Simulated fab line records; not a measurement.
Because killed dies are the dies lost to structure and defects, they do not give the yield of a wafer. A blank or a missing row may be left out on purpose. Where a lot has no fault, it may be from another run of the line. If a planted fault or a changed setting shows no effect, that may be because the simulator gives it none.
Matching of chambers -- flow nand_harc -- NHARC_P_M0_DEP_32 on pecvd-04: 3 sister chambers
The step deposits SiCN, target thk 30 nm. 3 wafers are shown with their chamber, then 10 later ones without.

== WAFERS WITH THEIR CHAMBER ==
wafer,chamber,showerhead_vpp_V (V)
L091.5,1,1323
L092.1,2,1275
L092.5,0,1451

== WAFERS WHOSE CHAMBER IS MISSING ==
wafer,showerhead_vpp_V (V)
L092.6,1330
L093.2,1300
L093.3,1275
L093.6,1273
L095.3,1279
L095.5,1324
L095.6,1292
L097.2,1447
L097.3,1276
L097.4,1289

== WHICH CHAMBER EACH ONE RAN IN ==
wafer,from the rows above,in truth
L092.6,1,1
L093.2,can't be placed: 1 or 2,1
L093.3,2,2
L093.6,2,2
L095.3,2,2
L095.5,1,1
L095.6,can't be placed: 2 or 1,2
L097.2,0,0
L097.3,2,2
L097.4,can't be placed: 2 or 1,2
Correctly placed: 7 of 10. Cannot be placed on the basis of these rows: 3; the candidates contain the true chamber in 3. Placed wrongly: 0.
How it was worked out, from the rows above alone: a wafer's distance from a chamber is the root of the sum, over the readings, of the square of ((its reading less the chamber's mean) divided by the reading's scatter). If the next closest chamber is less than 2 further off than the closest, the wafer can't be placed; otherwise it belongs to the closest. Each chamber's mean is taken over the wafers shown for it. The scatter (one wafer shown for each chamber): square how far every hidden wafer sits from the nearest shown wafer, average those squares and take the square root.
